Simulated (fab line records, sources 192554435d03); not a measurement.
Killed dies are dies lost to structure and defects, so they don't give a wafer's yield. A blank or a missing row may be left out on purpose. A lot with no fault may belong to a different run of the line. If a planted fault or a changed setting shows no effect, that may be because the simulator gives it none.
fab line records	flow n5-finfet
record: lots: 7	wafers: 21
route steps=1938 shown BEOL_M7@1308 BEOL_M9@1408 BEOL_M10@1480
start-h: hours from the record's opening day to when the first of the lot's shown wafers began	wait-h: hours elapsed since this lot's preceding step	" the same as in the row above	L1.1+2: a single row standing in for several wafers	- either no value or no given start	* or withheld: withheld	< > ~ a bound
route shown NAME@n: NAME is a module with steps in the file, n the number in the route of the first one	usual: the fault-free wafers' mean and standard deviation	same: alike in all rows	chamber/n: place in a boat	sites: the reading at each site	_std_site: standard deviation across them	_edge_site: mean of outer sites minus mean of inner sites	radius-mm: how far each site lies from the wafer's centre	mask NAME#n: copy n	behind: the last tool/chamber to shape the wafer	hold: cause of the lot's hold/its duration in hours/its outcome	device: the n, p or np transistor that did not switch	end of line: the same wafers' tests at the end of the route	a step without rows: its recipe alone	killed: count of dies lost to structure and defects at first sort (not the wafer's yield)	map: the dies of a wafer, with x for killed, . for not killed, _ for no die there
set.NAME: the setting as run; set.NAME@STEP: as run at that earlier step	model.NAME: the simulator's own value behind a step, which no gauge read
lots where settings were altered on purpose, with a table for each step and a row for each wafer
== steps ==
step: N5_BEOL_M7_TRENCH_ETCH_37
recipe: chemistry: C4F6/O2	target-depth-a: 934.78	target: SiCOH_lowk	time-s: 31.2	ion-energy-ev: 250	pressure-mtorr: 30	source-w: 345	bias-w: 185	Ar_flow_sccm: 300	C4F6_flow_sccm: 10	O2_flow_sccm: 10
lot.wafer	tool	chamber	start-h	wait-h	set.time-s	set.target-thk-a@BEOL_M7_HM_DEP_02	model.etch.depth-nm	model.BEOL_M7.feature-depth-nm	model.TiN_of_BEOL_M7_HM_DEP_02.thk-nm
L081.1	rie-diel-04	2	-	-	31.2	209.6	95.46	95.4	18.6
L081.2	"	0	"	"	31.2	200	95.44	95.4	17.4
L081.3	"	1	"	"	34.4	200	105.5	105.6	17.4
L083.2	rie-diel-05	0	-	-	25.35	200	74.13	74.2	18
L083.3	"	1	"	"	25.35	200	75.55	75.6	18
L083.4	"	3	"	"	31.2	187	92.22	92.2	16.2
L087.1	rie-diel-01	0	-	-	31.2	200	93.58	93.6	17.4
L087.2	"	1	"	"	31.2	200	93.74	93.8	17.6
L087.4	"	3	"	"	31.2	220.8	92.18	92.2	19.4
L091.1	rie-diel-05	0	-	-	31.2	200	90.27	90.2	17.2
L091.2	"	1	"	"	31.2	200	93	93	17.4
L091.5	"	0	"	"	31.2	200	90.55	90.6	17.4
L094.1	rie-diel-01	3	-	-	31.2	200	91.53	91.6	16.8
L094.2	"	2	"	"	31.2	200	92.68	92.6	17.2
L094.4	"	1	"	"	31.2	181.2	92.9	93	15.2
L093.2	rie-diel-01	0	-	-	31.2	200	94.05	94	17.4
L093.3	"	3	"	"	34.41	200	101.7	101.8	16.6
L093.4	"	2	"	"	31.2	200	93.13	93.2	17.4
L096.1	rie-diel-05	1	-	-	31.2	200	93.81	93.8	17.8
L096.2	"	2	"	"	31.2	209	94.44	94.4	18
L096.3	"	0	"	"	31.2	200	91.21	91.2	17.4
step: N5_BEOL_M7_ETCH_41
recipe: chemistry: CH3F/O2	target: SiCN	target-depth-a: 319	taper-deg: 2	time-s: 57.8	ion-energy-ev: 120	mask-material: TiN	pressure-mtorr: 30	source-w: 395	bias-w: 75	Ar_flow_sccm: 150	CH3F_flow_sccm: 30	O2_flow_sccm: 20
usual: rf-vpp-V: 297.5/1.8
lot.wafer	tool	chamber	start-h	wait-h	set.source-w	rf-vpp-V	model.etch.depth-nm
L081.1	rie-diel-04	2	-	-	395	299.2	22.45
L081.2	"	0	"	"	395	298.2	22.57
L081.3	"	1	"	"	427.2	291.3	22.86
L083.2	rie-diel-05	0	-	-	417.7	292.0	21.97
L083.3	"	1	"	"	395	295.9	21.71
L083.4	"	3	"	"	417.7	293.1	22.21
L087.1	rie-diel-01	0	-	-	395	298.8	21.96
L087.2	"	1	"	"	395	296.3	21.98
L087.4	"	3	"	"	395	297.1	21.63
L091.1	rie-diel-05	0	-	-	395	298.4	21.25
L091.2	"	1	"	"	395	296.4	21.49
L091.5	"	0	"	"	395	298.9	21.08
L094.1	rie-diel-01	3	-	-	330.2	316.0	20.18
L094.2	"	2	"	"	330.2	312.9	20.45
L094.4	"	1	"	"	395	297.3	22.01
L093.2	rie-diel-01	0	-	-	415.9	293.4	22.58
L093.3	"	3	"	"	395	297.0	21.8
L093.4	"	2	"	"	395	295.3	21.87
L096.1	rie-diel-05	1	-	-	395	293.8	21.75
L096.2	"	2	"	"	395	297.0	21.79
L096.3	"	0	"	"	350.8	311.6	20.58
step: N5_BEOL_M7_STRIP_80
recipe: chemistry: N2/H2	time-s: 10	power-w: 450	temp-c: 40	pressure-mtorr: 20	rf-frequency-hz: 6e+07	bias-power-w: 7	n2-flow-sccm: 200	h2-flow-sccm: 200
step: N5_BEOL_M7_OCD_MEAS_38
usual: trench-depth-nm: 93.6/1.5
lot.wafer	tool	chamber	start-h	wait-h	set.time-s@BEOL_M7_TRENCH_ETCH_37	trench-depth-nm
L081.1	ocd-02	-	245.88	-	31.2	95.8
L081.2	"	-	"	"	31.2	95.3
L081.3	"	-	"	"	34.4	105.2
L083.2	ocd-02	-	248.01	-	25.35	74.2
L083.3	"	-	"	"	25.35	76.0
L083.4	"	-	"	"	31.2	92.3
L087.1	ocd-02	-	283.50	-	31.2	93.8
L087.2	"	-	"	"	31.2	94.0
L087.4	"	-	"	"	31.2	92.1
L091.1	ocd-02	-	284.00	-	31.2	90.2
L091.2	"	-	"	"	31.2	92.8
L091.5	"	-	"	"	31.2	89.9
L094.1	ocd-02	-	315.30	-	31.2	91.5
L094.2	"	-	"	"	31.2	92.8
L094.4	"	-	"	"	31.2	92.9
L093.2	ocd-02	-	315.70	-	31.2	93.7
L093.3	"	-	"	"	34.41	102.2
L093.4	"	-	"	"	31.2	93.5
L096.1	ocd-02	-	337.86	-	31.2	93.8
L096.2	"	-	"	"	31.2	94.4
L096.3	"	-	"	"	31.2	91.3
step: N5_BEOL_M7_HM_STRIP_39
recipe: chemistry: peroxide-tin-strip	material: TiN	target-depth-a: 250	temp-c: 50	time-s: 158
step: N5_BEOL_M7_SRD_40
recipe: time-s: 30	temp-c: 23	rinse-liquid: diw	dry: ipa-marangoni
step: N5_BEOL_M7_PRECLEAN_42
recipe: chemistry: residue-remover	time-s: 60	temp-c: 40
step: N5_BEOL_M7_SRD_43
recipe: time-s: 30	temp-c: 23	rinse-liquid: diw	dry: ipa-marangoni
step: N5_BEOL_M7_CD_MEAS_35
recipe: target-cd-nm: 40	polarity: opening
usual: cd-nm: 40.2/0.66
lot.wafer	tool	chamber	start-h	wait-h	set.dose-mj@BEOL_M7_EXPOSE_08	cd-nm
L081.1	cd-sem-02	-	246.03	0.0	68.25	41.3
L081.2	"	-	"	"	64.63	37.0
L081.3	"	-	"	"	64.63	36.2
L083.2	cd-sem-01	-	248.16	0.0	65.24	38.1
L083.3	"	-	"	"	68.25	40.7
L083.4	"	-	"	"	65.24	37.2
L087.1	cd-sem-03	-	283.66	0.0	68.25	41.2
L087.2	"	-	"	"	68.25	40.7
L087.4	"	-	"	"	64.2	37.8
L091.1	cd-sem-01	-	284.15	0.0	68.25	39.8
L091.2	"	-	"	"	68.25	41.0
L091.5	"	-	"	"	68.25	40.7
L094.1	cd-sem-02	-	315.45	0.0	64.17	38.1
L094.2	"	-	"	"	64.17	37.5
L094.4	"	-	"	"	68.25	40.8
L093.2	cd-sem-03	-	315.85	0.0	65.8	37.1
L093.3	"	-	"	"	65.8	37.7
L093.4	"	-	"	"	68.25	38.9
L096.1	cd-sem-03	-	338.01	0.0	68.25	41.1
L096.2	"	-	"	"	71.87	43.5
L096.3	"	-	"	"	71.87	42.6
step: N5_BEOL_M7_CURE_75
recipe: temp-c: 370	time-s: 120	ambient: DMADMS/He	material: SiCOH_lowk
step: N5_BEOL_M7_DEGAS_44
recipe: ambient: vacuum	temp-c: 250	time-s: 60
step: N5_BEOL_M7_ECD_50
recipe: material: Cu	target-thk-a: 3000
step: N5_BEOL_M7_ANNEAL_51
recipe: temp-c: 225	time-s: 90	ambient: N2
step: N5_BEOL_M7_CMP_52
recipe: stop-on: SiCOH_lowk	t-overpolish-s: 6.9	down-force-psi: 1	platen-rpm: 50	clearing-platen-down-force-psi: 1.5	clearing-platen-rpm: 50	post-cmp-clean: cu-alkaline	target-thk-nm: 80	clearing-platen-pad-velocity-m-s: 0.99484	pad-velocity-m-s: 0.99484
lot.wafer	tool	chamber	start-h	wait-h	set.time-s@BEOL_M7_TRENCH_ETCH_37	model.Cu_of_BEOL_M7_ECD_50.thk-nm
L081.3	cmp-02	3	248.03	0.2	34.4	91.4
L081.1	"	1	"	"	31.2	82.4
L081.2	"	2	"	"	31.2	83.2
L083.2	cmp-03	3	251.41	0.2	25.35	61.2
L083.4	"	1	"	"	31.2	79.2
L083.3	"	2	"	"	25.35	61
L087.2	cmp-03	0	285.48	0.2	31.2	80.8
L087.4	"	1	"	"	31.2	79.8
L087.1	"	2	"	"	31.2	79.6
L091.2	cmp-02	2	286.08	0.2	31.2	81.2
L091.1	"	3	"	"	31.2	77.2
L091.5	"	3	"	"	31.2	77.8
L094.4	cmp-03	2	317.53	0.2	31.2	78.6
L094.2	"	3	"	"	31.2	79.6
L094.1	"	0	"	"	31.2	78.4
L093.4	cmp-02	3	319.32	0.2	31.2	79.2
L093.2	"	0	"	"	31.2	81.8
L093.3	"	1	"	"	34.41	89.4
L096.3	cmp-02	2	339.68	0.2	31.2	77.6
L096.2	"	3	"	"	31.2	79.2
L096.1	"	1	"	"	31.2	80.2
step: N5_BEOL_M7_THK_MEAS_53
recipe: thk-meas-gauge: xrf	reads: Cu_of_BEOL_M7_ECD_50
usual: M7_THK: 79.8/2.4
lot.wafer	tool	chamber	start-h	wait-h	set.time-s@BEOL_M7_TRENCH_ETCH_37	M7_THK[nm]
L081.1	film-metro-02	-	248.32	-	31.2	82.3
L081.2	"	-	"	"	31.2	83.7
L081.3	"	-	"	"	34.4	91.3
L083.2	film-metro-01	-	251.70	-	25.35	60.5
L083.3	"	-	"	"	25.35	60.4
L083.4	"	-	"	"	31.2	78.7
L087.1	film-metro-01	-	285.74	-	31.2	78.4
L087.2	"	-	"	"	31.2	79.7
L087.4	"	-	"	"	31.2	78.5
L091.1	film-metro-02	-	286.38	-	31.2	77.1
L091.2	"	-	"	"	31.2	81.2
L091.5	"	-	"	"	31.2	77.2
L094.1	film-metro-01	-	317.79	-	31.2	77.7
L094.2	"	-	"	"	31.2	78.6
L094.4	"	-	"	"	31.2	77.4
L093.2	film-metro-02	-	319.62	-	31.2	82.0
L093.3	"	-	"	"	34.41	90.2
L093.4	"	-	"	"	31.2	79.8
L096.1	film-metro-01	-	339.97	-	31.2	79.9
L096.2	"	-	"	"	31.2	78.5
L096.3	"	-	"	"	31.2	76.9
step: N5_BEOL_M7_PRE_CLEAN_55
recipe: gas: NH3	time-s: 15	temp-c: withheld	rf-power-w: 300
step: N5_BEOL_M7_DEP_56
recipe: material: SiCN	target-thk-a: 100	temp-c: withheld	precursor: 3MS/NH3	pressure-torr: 3	rf-w: 202	time-s: 17.5
step: N5_BEOL_M7_RS_MEAS_57
recipe: thk-meas-gauge: four-point-probe	reads: Cu_of_BEOL_M7_ECD_50+Co_of_BEOL_M7_CVD_78+TaN_of_BEOL_M7_ALD_77
usual: M7_RS: 0.285/0.009
lot.wafer	tool	chamber	start-h	wait-h	set.time-s@BEOL_M7_TRENCH_ETCH_37	M7_RS[ohm/sq]
L081.1	film-metro-02	-	248.45	0.1	31.2	0.277
L081.2	"	-	"	"	31.2	0.273
L081.3	"	-	"	"	34.4	0.245
L083.2	film-metro-02	-	251.83	0.1	25.35	0.395
L083.3	"	-	"	"	25.35	0.395
L083.4	"	-	"	"	31.2	0.290
L087.1	film-metro-01	-	285.87	0.1	31.2	0.287
L087.2	"	-	"	"	31.2	0.283
L087.4	"	-	"	"	31.2	0.287
L091.1	film-metro-01	-	286.51	0.1	31.2	0.299
L091.2	"	-	"	"	31.2	0.281
L091.5	"	-	"	"	31.2	0.296
L094.1	film-metro-01	-	317.92	0.1	31.2	0.293
L094.2	"	-	"	"	31.2	0.287
L094.4	"	-	"	"	31.2	0.292
L093.2	film-metro-01	-	319.75	0.1	31.2	0.279
L093.3	"	-	"	"	34.41	0.252
L093.4	"	-	"	"	31.2	0.290
L096.1	film-metro-02	-	340.11	0.1	31.2	0.286
L096.2	"	-	"	"	31.2	0.290
L096.3	"	-	"	"	31.2	0.296
step: N5_BEOL_M9_COAT_05
recipe: resist: CAR-ArF	spin-rpm: 1500	resist-thk-nm: 90
lot.wafer	tool	chamber	start-h	wait-h	set.spin-rpm	model.CAR-ArF_of_BEOL_M9_COAT_05.thk-nm
L081.1+2	litho-track-02	0	-	-	1500	90.6
L081.3	"	0	"	"	1500	90.2
L083.2+3	litho-track-02	0	-	-	1431	92.4
L083.4	"	0	"	"	1431	92.6
L091.1+2	litho-track-02	0	-	-	1500	90.4
L091.5	"	0	"	"	1500	90.2
L087.1	litho-track-02	0	-	-	1500	90.4
L087.2	"	0	"	"	1640	86.4
L087.4	"	0	"	"	1640	86.2
L094.1	litho-track-02	0	-	-	1659	85.8
L094.2	"	0	"	"	1500	90
L094.4	"	0	"	"	1500	90.2
L093.2+3	litho-track-04	0	-	-	1500	89.4
L093.4	"	0	"	"	1500	89.6
L096.1+3	litho-track-04	0	-	-	1500	89.6
L096.2	"	0	"	"	1425	92.4
step: N5_BEOL_M9_EBR_07
recipe: solvent: PGMEA	ebr-width-mm: 1.5
step: N5_BEOL_M9_SOFTBAKE_06
recipe: temp-c: 110	time-s: 60	resist: CAR-ArF
step: N5_BEOL_M9_EXPOSE_08
recipe: mask-id: M9	na: 1.35	source-shape: dipole	sigma-inner: 0.411	sigma-outer: 0.611	polarization: te	dose-mj: 53.75
step: N5_BEOL_M9_PEB_09
recipe: peb-temp-c: withheld	peb-time-s: 60	resist: CAR-ArF
step: N5_BEOL_M9_DEVELOP_10
recipe: develop-time-s: 30	developer: TMAH	resist: CAR-ArF	rinse-liquid: diw	dry: air-spin	dev-temp-c: 23
lot.wafer	tool	chamber	start-h	wait-h	set.spin-rpm@BEOL_M9_COAT_05	model.CAR-ArF_of_BEOL_M9_COAT_05.thk-nm
L081.1	litho-track-02	0	-	-	1500	88.8
L081.2	"	0	"	"	1500	89
L081.3	"	0	"	"	1500	88.6
L083.2+3+4	litho-track-04	0	-	-	1431	90.8
L091.1	litho-track-04	0	-	-	1500	88.8
L091.2+5	"	0	"	"	1500	88.6
L087.1	litho-track-04	0	-	-	1500	88.8
L087.2+4	"	0	"	"	1640	84.6
L094.1	litho-track-03	0	-	-	1659	84
L094.2+4	"	0	"	"	1500	88.4
L093.2+4	litho-track-03	0	-	-	1500	87.8
L093.3	"	0	"	"	1500	87.6
L096.1+3	litho-track-03	0	-	-	1500	87.8
L096.2	"	0	"	"	1425	90.6
step: N5_BEOL_M10_EXPOSE_08
recipe: mask-id: M10	na: 1.35	source-shape: dipole	sigma-inner: 0.411	sigma-outer: 0.611	polarization: te	dose-mj: 53.75
lot.wafer	tool	chamber	start-h	wait-h	mask	set.dose-mj
L081.1+2	arfi-scanner-03	0	268.59	-	M10#0	53.75
L081.3	"	0	"	"	M10#0	55.14
L083.2+3+4	arfi-scanner-03	0	274.67	-	M10#0	53.75
L091.1+2+5	arfi-scanner-03	0	306.57	-	M10#0	53.75
L087.1	arfi-scanner-02	0	306.78	-	M10#0	55.61
L087.2+4	"	0	"	"	M10#0	53.75
L094.1+2+4	arfi-scanner-01	0	337.25	-	M10#0	53.75
L093.2+3+4	arfi-scanner-03	0	341.75	-	M10#0	56.65
L096.1+2+3	arfi-scanner-03	0	357.60	-	M10#0	53.75
step: N5_BEOL_M10_PEB_09
recipe: peb-temp-c: withheld	peb-time-s: 60	resist: CAR-ArF
step: N5_BEOL_M10_DEVELOP_10
recipe: develop-time-s: 30	developer: TMAH	resist: CAR-ArF	rinse-liquid: diw	dry: air-spin	dev-temp-c: 23
step: N5_BEOL_M10_CD_MEAS_11
recipe: target-cd-nm: 64.1	landing-energy-ev: 500	detector: se-inlens	polarity: opening
usual: cd-nm: 63.9/0.57
lot.wafer	tool	chamber	start-h	wait-h	set.dose-mj@BEOL_M10_EXPOSE_08	cd-nm
L081.1	cd-sem-01	0	268.72	-	53.75	63.8
L081.2	"	0	"	"	53.75	64.6
L081.3	"	0	"	"	55.14	66.0
L083.2	cd-sem-02	0	274.79	-	53.75	63.6
L083.3	"	0	"	"	53.75	63.8
L083.4	"	0	"	"	53.75	64.2
L091.1	cd-sem-02	0	306.70	-	53.75	63.0
L091.2	"	0	"	"	53.75	63.4
L091.5	"	0	"	"	53.75	63.3
L087.1	cd-sem-01	0	306.90	-	55.61	65.5
L087.2	"	0	"	"	53.75	63.1
L087.4	"	0	"	"	53.75	63.6
L094.1	cd-sem-02	0	337.38	-	53.75	64.9
L094.2	"	0	"	"	53.75	65.5
L094.4	"	0	"	"	53.75	64.8
L093.2	cd-sem-01	0	341.87	-	56.65	66.8
L093.3	"	0	"	"	56.65	67.2
L093.4	"	0	"	"	56.65	66.8
L096.1	cd-sem-01	0	357.73	-	53.75	63.8
L096.2	"	0	"	"	53.75	63.0
L096.3	"	0	"	"	53.75	63.4
step: N5_BEOL_M10_DESCUM_16
recipe: chemistry: O2	time-s: 7.9	source-power-w: 50	bias-power-w: 20	pressure-mtorr: 20	rf-frequency-hz: 2.712e+07	temp-c: 40	resist: CAR-ArF	o2-flow-sccm: 225
step: N5_BEOL_M10_ETCH_61
recipe: chemistry: CF4	target: SiARC	target-depth-a: 390	mask-material: CAR-ArF	time-s: 65	ion-energy-ev: 80	pressure-mtorr: 40	source-w: 545	bias-w: 36	Ar_flow_sccm: 100	cf4-flow-sccm: 100	ends: cleared
lot.wafer	tool	chamber	start-h	wait-h	set.dose-mj@BEOL_M10_EXPOSE_08	model.BEOL_M10.cd-offset-nm
L081.1	rie-diel-02	0	268.87	0.0	53.75	-0.4
L081.2	"	2	"	"	53.75	0
L081.3	"	1	"	"	55.14	1.8
L083.2	rie-diel-06	3	275.37	0.0	53.75	-0.6
L083.3+4	"	2,0	"	"	53.75	-0.2
L091.1	rie-diel-06	2	306.82	0.0	53.75	-1
L091.2	"	3	"	"	53.75	-0.4
L091.5	"	3	"	"	53.75	-0.8
L087.1	rie-diel-03	1	307.09	0.0	55.61	1.2
L087.2	"	2	"	"	53.75	-1
L087.4	"	3	"	"	53.75	-0.8
L094.1+2	rie-diel-03	3,2	337.76	0.0	53.75	0.8
L094.4	"	3	"	"	53.75	0.6
L093.2+4	rie-diel-02	1,2	341.99	0.0	56.65	2.6
L093.3	"	0	"	"	56.65	2.8
L096.1	rie-diel-02	3	357.85	0.0	53.75	-0.6
L096.2	"	2	"	"	53.75	-1
L096.3	"	1	"	"	53.75	-0.8
step: N5_BEOL_M10_ETCH_62
recipe: chemistry: N2/H2	target: SOC	target-depth-a: 1100	overetch-a: 220	mask-material: SiARC	temp-c: 40	time-s: 165	ion-energy-ev: 200	pressure-mtorr: 30	source-w: 840	bias-w: 150	n2-flow-sccm: 200	h2-flow-sccm: 200
lot.wafer	tool	chamber	start-h	wait-h	set.dose-mj@BEOL_M10_EXPOSE_08	model.BEOL_M10.cd-offset-nm
L081.1	rie-diel-02	0	268.92	0.0	53.75	-0.4
L081.2	"	2	"	"	53.75	-0.2
L081.3	"	1	"	"	55.14	1.8
L083.2	rie-diel-06	3	275.42	0.0	53.75	-0.4
L083.3	"	2	"	"	53.75	0
L083.4	"	0	"	"	53.75	0.2
L091.1+5	rie-diel-06	2,3	306.87	0.0	53.75	-0.8
L091.2	"	3	"	"	53.75	-0.4
L087.1	rie-diel-03	1	307.14	0.0	55.61	1.8
L087.2	"	2	"	"	53.75	-0.6
L087.4	"	3	"	"	53.75	-1
L094.1	rie-diel-03	3	337.81	0.0	53.75	0.8
L094.2	"	2	"	"	53.75	1
L094.4	"	3	"	"	53.75	0.6
L093.2+4	rie-diel-02	1,2	342.04	0.0	56.65	2.4
L093.3	"	0	"	"	56.65	2.6
L096.1	rie-diel-02	3	357.90	0.0	53.75	-0.6
L096.2	"	2	"	"	53.75	-1.2
L096.3	"	1	"	"	53.75	-0.8
step: N5_BEOL_M10_STRIP_68
recipe: chemistry: N2/H2	temp-c: 40	n2-flow-sccm: 200	h2-flow-sccm: 200	rf-frequency-hz: 6e+07
step: N5_BEOL_M10_STRIP_67
recipe: chemistry: CF4	resist: SiARC	power-w: 300	bias-power-w: 75	pressure-mtorr: 50	cf4-flow-sccm: 150	rf-frequency-hz: 6e+07
step: N5_BEOL_M10_HM_OPEN_17
recipe: chemistry: Cl2/BCl3	target-depth-a: 200	overetch-a: 60	target: TiN	mask-material: SOC	ion-energy-ev: 150	pressure-mtorr: 10	icp-w: 1000	bias-w: 126	Cl2_flow_sccm: 53.25	bcl3-flow-sccm: 21.75	Ar_flow_sccm: 25
lot.wafer	tool	chamber	start-h	wait-h	set.dose-mj@BEOL_M10_EXPOSE_08	model.BEOL_M10.cd-offset-nm
L081.1	rie-metal-02	1	269.11	0.0	53.75	-0.4
L081.2	"	0	"	"	53.75	-0.2
L081.3	"	0	"	"	55.14	1.6
L083.2	rie-metal-03	1	275.61	0.0	53.75	-0.4
L083.3	"	0	"	"	53.75	-0.2
L083.4	"	1	"	"	53.75	0.2
L091.1	rie-metal-03	0	307.06	0.0	53.75	-1
L091.2	"	0	"	"	53.75	-0.4
L091.5	"	0	"	"	53.75	-0.8
L087.1	rie-metal-02	0	307.32	0.0	55.61	1.6
L087.2	"	1	"	"	53.75	-0.6
L087.4	"	0	"	"	53.75	-1
L094.1	rie-metal-03	1	338.00	0.0	53.75	0.4
L094.2	"	0	"	"	53.75	0.8
L094.4	"	0	"	"	53.75	0.6
L093.2+4	rie-metal-01	1	342.23	0.0	56.65	2.4
L093.3	"	0	"	"	56.65	2.6
L096.1	rie-metal-03	1	358.09	0.0	53.75	-0.8
L096.2	"	1	"	"	53.75	-1.6
L096.3	"	1	"	"	53.75	-1
step: N5_BEOL_M10_STRIP_19
recipe: chemistry: O2	power-w: 400	temp-c: 40	pressure-mtorr: 30	rf-frequency-hz: 6e+07	bias-power-w: 0	overash-fraction: 0.2	o2-flow-sccm: 225
step: N5_BEOL_M10_PRECLEAN_42
recipe: chemistry: residue-remover	time-s: 60	temp-c: 40
step: N5_BEOL_M10_SRD_43
recipe: time-s: 30	temp-c: 23	rinse-liquid: diw	dry: ipa-marangoni
step: N5_BEOL_M10_CD_MEAS_35
recipe: target-cd-nm: 70	polarity: opening
usual: cd-nm: 69.8/0.64
lot.wafer	tool	chamber	start-h	wait-h	set.dose-mj@BEOL_M10_EXPOSE_08	cd-nm
L081.1	cd-sem-01	-	270.90	0.0	53.75	69.3
L081.2	"	-	"	"	53.75	70.0
L081.3	"	-	"	"	55.14	71.6
L083.2	cd-sem-01	-	277.60	0.0	53.75	69.2
L083.3	"	-	"	"	53.75	69.8
L083.4	"	-	"	"	53.75	69.9
L087.1	cd-sem-01	-	308.88	0.0	55.61	71.6
L087.2	"	-	"	"	53.75	69.7
L087.4	"	-	"	"	53.75	68.9
L091.1	cd-sem-02	-	309.14	0.0	53.75	69.2
L091.2	"	-	"	"	53.75	69.6
L091.5	"	-	"	"	53.75	69.3
L094.1	cd-sem-02	-	341.19	0.0	53.75	70.5
L094.2	"	-	"	"	53.75	70.3
L094.4	"	-	"	"	53.75	70.5
L093.2	cd-sem-02	-	345.49	0.0	56.65	71.9
L093.3	"	-	"	"	56.65	72.7
L093.4	"	-	"	"	56.65	72.8
L096.1	cd-sem-01	-	360.80	0.0	53.75	69.2
L096.2	"	-	"	"	53.75	68.3
L096.3	"	-	"	"	53.75	69.0
== key ==
split: step: N5_BEOL_M7_TRENCH_ETCH_37	setting: time-s	stated: 31.2	by: wafer
response: step: N5_BEOL_M7_TRENCH_ETCH_37	reading: model.etch.depth-nm	change: +0.911	per: 1%	r: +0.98
response: step: N5_BEOL_M7_TRENCH_ETCH_37	reading: model.BEOL_M7.feature-depth-nm	change: +0.912	per: 1%	r: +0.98
response: step: N5_BEOL_M7_OCD_MEAS_38	reading: trench-depth-nm	change: +0.909	per: 1%	r: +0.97
response: step: N5_BEOL_M7_CMP_52	reading: model.Cu_of_BEOL_M7_ECD_50.thk-nm	change: +0.923	per: 1%	r: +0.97
response: step: N5_BEOL_M7_THK_MEAS_53	reading: M7_THK	change: +0.928	per: 1%	r: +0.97
response: step: N5_BEOL_M7_RS_MEAS_57	reading: M7_RS	change: -0.00463	per: 1%	r: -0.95
split: step: N5_BEOL_M7_ETCH_41	setting: source-w	stated: 395	by: wafer
response: step: N5_BEOL_M7_ETCH_41	reading: rf-vpp-V	change: -1.07	per: 1%	r: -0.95
response: step: N5_BEOL_M7_ETCH_41	reading: model.etch.depth-nm	change: +0.0958	per: 1%	r: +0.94
split: step: N5_BEOL_M9_COAT_05	setting: spin-rpm	stated: 1500	by: wafer
response: step: N5_BEOL_M9_COAT_05	reading: model.CAR-ArF_of_BEOL_M9_COAT_05.thk-nm	change: -0.436	per: 1%	r: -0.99
response: step: N5_BEOL_M9_DEVELOP_10	reading: model.CAR-ArF_of_BEOL_M9_COAT_05.thk-nm	change: -0.445	per: 1%	r: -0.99
split: step: N5_BEOL_M10_EXPOSE_08	setting: dose-mj	stated: 53.75	by: wafer
response: step: N5_BEOL_M10_CD_MEAS_11	reading: cd-nm	change: +0.634	per: 1%	r: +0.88
response: step: N5_BEOL_M10_ETCH_61	reading: model.BEOL_M10.cd-offset-nm	change: +0.667	per: 1%	r: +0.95
response: step: N5_BEOL_M10_ETCH_62	reading: model.BEOL_M10.cd-offset-nm	change: +0.773	per: 1%	r: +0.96
response: step: N5_BEOL_M10_HM_OPEN_17	reading: model.BEOL_M10.cd-offset-nm	change: +0.708	per: 1%	r: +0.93
response: step: N5_BEOL_M10_CD_MEAS_35	reading: cd-nm	change: +0.697	per: 1%	r: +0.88
split outside-this-file step=N5_BEOL_M7_HM_DEP_02 setting=target-thk-a
split outside-this-file step=N5_BEOL_M7_EXPOSE_08 setting=dose-mj
split outside-this-file: this setting was split too, and the file shows its column; the key of that split is in another file
